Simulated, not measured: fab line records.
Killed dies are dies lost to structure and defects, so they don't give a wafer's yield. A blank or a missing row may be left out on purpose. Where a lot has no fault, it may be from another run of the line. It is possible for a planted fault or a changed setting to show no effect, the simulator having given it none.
Which tool was responsible? -- flow n5Finfet -- 33 wafers from 11 lots sampled at 5 of the route's 1938 steps

WHAT THE GAUGES SHOWED, per wafer
The record holds no reading of a measuring or inspecting step that can be judged against a usual standard deviation.

WHAT TOOL EACH LOT RAN ON (gives the tool, then ch and the chambers of the sampled wafers, and finally the start)
lot,N5_BEOL_M4_EXPOSE_08,N5_PASSIVATION_AL_DEP_21,N5_PASSIVATION_PECVD_35,N5_PASSIVATION_PASS_ETCH_47,N5_PASSIVATION_PROBE_49
L165,"euvScanner-02 ch 0, day 7 16:54","pvdSputter-02, day 12 03:29","pecvd-01 ch 0,1,2, day 12 05:23","rieDiel-01 ch 0,1,2, day 12 06:04","prober-02, day 12 09:07"
L167,"euvScanner-02 ch 0, day 7 23:11","pvdSputter-01, day 12 13:17","pecvd-01 ch 1,2, day 12 15:12","rieDiel-01 ch 0,1,2, day 12 16:06",-
L166,"euvScanner-01 ch 0, day 7 23:45","pvdSputter-01, day 12 19:28","pecvd-01 ch 0,1,2, day 12 21:38","rieDiel-06 ch 0,3, day 12 22:19","prober-02, day 13 01:21"
L170,"euvScanner-01 ch 0, day 8 16:11","pvdSputter-01, day 13 02:44","pecvd-01 ch 0,1,2, day 13 04:42","rieDiel-06 ch 0,2,3, day 13 05:17","prober-01, day 13 08:20"
L171,"euvScanner-02 ch 0, day 9 03:13","pvdSputter-03, day 13 15:34","pecvd-04 ch 0,1,2, day 13 17:28","rieDiel-01 ch 2,3, day 13 18:08",-
L172,"euvScanner-01 ch 0, day 9 07:50","pvdSputter-03, day 13 19:05","pecvd-03 ch 0,2, day 13 21:52","rieDiel-01 ch 1,2, day 13 22:39",-
L173,"euvScanner-02 ch 0, day 9 15:34","pvdSputter-01, day 13 20:17","pecvd-04 ch 0,1, day 13 22:11","rieDiel-06 ch 0,3, day 13 22:54",-
L174,"euvScanner-01 ch 0, day 9 21:45","pvdSputter-03, day 14 08:48","pecvd-03 ch 0,1,2, day 14 11:11","rieDiel-06 ch 0,1,2, day 14 12:11",-
L175,"euvScanner-01 ch 0, day 10 02:29","pvdSputter-03, day 14 09:18","pecvd-01 ch 0,1, day 14 11:09","rieDiel-01 ch 0,2, day 14 12:07",-
L176,"euvScanner-01 ch 0, day 10 11:37","pvdSputter-02, day 14 18:55","pecvd-01 ch 0,1, day 14 20:41","rieDiel-06 ch 0,1,3, day 14 21:17",-
L180,"euvScanner-01 ch 0, day 11 01:25","pvdSputter-01, day 15 14:04","pecvd-03 ch 0,2, day 15 16:01","rieDiel-06 ch 1,2, day 15 16:55","prober-02, day 15 20:45"
- N5_BEOL_M4_EXPOSE_08: exposes mask M4.
- N5_PASSIVATION_AL_DEP_21: deposits Al, target thk 2800 nm, time 170 s.
- N5_PASSIVATION_PECVD_35: deposits SiNx from SiH4/NH3/N2, target thk 700 nm, time 151.3 s.
- N5_PASSIVATION_PASS_ETCH_47: etches SiNx in CF4/O2, target depth 770 nm, time 385 s.
- N5_PASSIVATION_PROBE_49

WHAT THE TOOLS THEMSELVES READ (means of the sampled wafers that have a number; where no wafer has one, the mark that the record gives instead)
N5_PASSIVATION_AL_DEP_21. Usual: throttleValvePct at 29.8 %, with a standard deviation of 1.
lot,tool,throttleValvePct (%),flag
L165,pvdSputter-02,29.7,
L167,pvdSputter-01,30.4,
L166,pvdSputter-01,30.4,
L170,pvdSputter-01,30.2,
L171,pvdSputter-03,29.8,
L172,pvdSputter-03,29.3,
L173,pvdSputter-01,30.1,
L174,pvdSputter-03,29.8,
L175,pvdSputter-03,29.4,
L176,pvdSputter-02,28.8,
L180,pvdSputter-01,30.1,

N5_PASSIVATION_PECVD_35. Usual: heaterPowerOuterW 165 W, standard deviation 64; heaterPowerW 398 W, standard deviation 110; showerheadPlenumPTorr 8.72 Torr, standard deviation 0.042; throttleValvePct 28.5 %, standard deviation 1.2.
lot,tool,heaterPowerOuterW (W),heaterPowerW (W),showerheadPlenumPTorr (Torr),throttleValvePct (%),flag
L165,pecvd-01,118,319,8.74,28.4,
L167,pecvd-01,182,389,8.77,28.7,
L166,pecvd-01,119,323,8.75,28.6,
L170,pecvd-01,134,336,8.74,28.5,
L171,pecvd-04,150,360,8.71,28.6,
L172,pecvd-03,170,395,8.69,27.2,
L173,pecvd-04,137,372,8.74,28.6,
L174,pecvd-03,177,453,8.69,28.5,
L175,pecvd-01,93,276,8.74,28.5,
L176,pecvd-01,120,311,8.73,28.5,
L180,pecvd-03,222,468,8.69,27.3,

N5_PASSIVATION_PASS_ETCH_47. Usual: O2_flow_sccm 10.002 sccm, standard deviation 0.028; drypumpMotorCurrentA 5.6 A, standard deviation 0.53; oes_ar_750_au 0.80 a.u., standard deviation 0.073; oesProductAu 0.80 a.u., standard deviation 0.074; rfVppV 238.6 V, standard deviation 1.8; showerheadPlenumPTorr 2.20 Torr, standard deviation 0.051; throttleValvePct 15.86 %, standard deviation 0.2.
lot,tool,O2_flow_sccm (sccm),drypumpMotorCurrentA (A),oes_ar_750_au (a.u.),oesProductAu (a.u.),rfVppV (V),showerheadPlenumPTorr (Torr),throttleValvePct (%),flag
L165,rieDiel-01,10.006,5.2,0.81,0.82,237.9,2.20,15.81,
L167,rieDiel-01,9.991,5.2,0.81,0.81,239.1,2.20,15.82,
L166,rieDiel-06,9.974,6.4,0.72,0.72,240.1,2.27,16.05,
L170,rieDiel-06,10.033,5.9,0.77,0.77,238.9,2.23,15.96,
L171,rieDiel-01,9.955,5.7,0.79,0.79,238.3,2.21,15.81,
L172,rieDiel-01,10.008,5.1,0.79,0.79,238.0,2.16,15.71,
L173,rieDiel-06,10.003,6.4,0.71,0.71,240.1,2.26,16.06,
L174,rieDiel-06,10.026,5.4,0.84,0.83,238.0,2.20,15.80,
L175,rieDiel-01,9.997,5.4,0.80,0.80,239.8,2.22,15.98,
L176,rieDiel-06,9.967,5.9,0.78,0.78,239.0,2.23,15.90,
L180,rieDiel-06,9.989,5.4,0.86,0.86,235.6,2.15,15.70,

N5_PASSIVATION_PROBE_49. Usual: defectLimitedYield 91.5 %, standard deviation 1.4; killed_at_M0_to_M3 33, standard deviation 10; killed_at_M4_up 13, standard deviation 5; killedAtContacts 13, standard deviation 5.6; killedAtFrontEnd 38, standard deviation 12; killedAtOther 3.9, standard deviation 2.7; killedDies 100, standard deviation 16; killedOpen 66, standard deviation 13; killedShort 32, standard deviation 7.2; sort_bin_5_function 5.0 %, standard deviation 0.97; sort_bin_6_memory 3.2 %, standard deviation 0.61; sortNPass 1080, standard deviation 16; sortYieldPct 91.5 %, standard deviation 1.4.
lot,tool,defectLimitedYield (%),killed_at_M0_to_M3,killed_at_M4_up,killedAtContacts,killedAtFrontEnd,killedAtOther,killedDies,killedOpen,killedShort,sort_bin_5_function (%),sort_bin_6_memory (%),sortNPass,sortYieldPct (%),flag
L165,prober-02,92.2,18,12,19,36,6.3,92,64,26,4.6,2.9,1088,92.2,
L166,prober-02,91.0,32,15,10,45,4.7,107,71,33,5.5,3.2,1073,91.0,
L170,prober-01,91.2,35,13,19,36,1.3,104,72,30,5.1,3.4,1076,91.2,
L180,prober-02,90.4,39,32,13,28,2.0,113,66,27,5.8,3.5,1067,90.4,OFF

THE ANSWER, worked out from the rows above alone
Rule: lot off if the mean of its wafers having a number is beyond 3 standard deviations from the usual mean. A lot without any number at a reading at which 4 lots or more have one is off too. The other lots that the step has rows for count as sound. Order of review: gauges by route order, followed by the tools' own readings, for which a lot's mean as printed above is used. The first step at which some lot is off is used, and at that step the reading that is off furthest; a lot without a number counts as furthest.
Off at N5_PASSIVATION_PROBE_49 (killed_at_M4_up): L180. Neither off nor sound, because the step has no rows for them: L167, L171, L172, L173, L174, L175, L176.
If a tool, at that step or one of the process steps before it, ran each lot that is off and ran no sound lot following the first of them, it fits. Can't be told from this: 5 tools fit, euvScanner-01 at N5_BEOL_M4_EXPOSE_08, pvdSputter-01 at N5_PASSIVATION_AL_DEP_21, pecvd-03 at N5_PASSIVATION_PECVD_35, rieDiel-06 at N5_PASSIVATION_PASS_ETCH_47, prober-02 at N5_PASSIVATION_PROBE_49.

WHAT HAD BEEN PUT IN BY THE SIMULATOR
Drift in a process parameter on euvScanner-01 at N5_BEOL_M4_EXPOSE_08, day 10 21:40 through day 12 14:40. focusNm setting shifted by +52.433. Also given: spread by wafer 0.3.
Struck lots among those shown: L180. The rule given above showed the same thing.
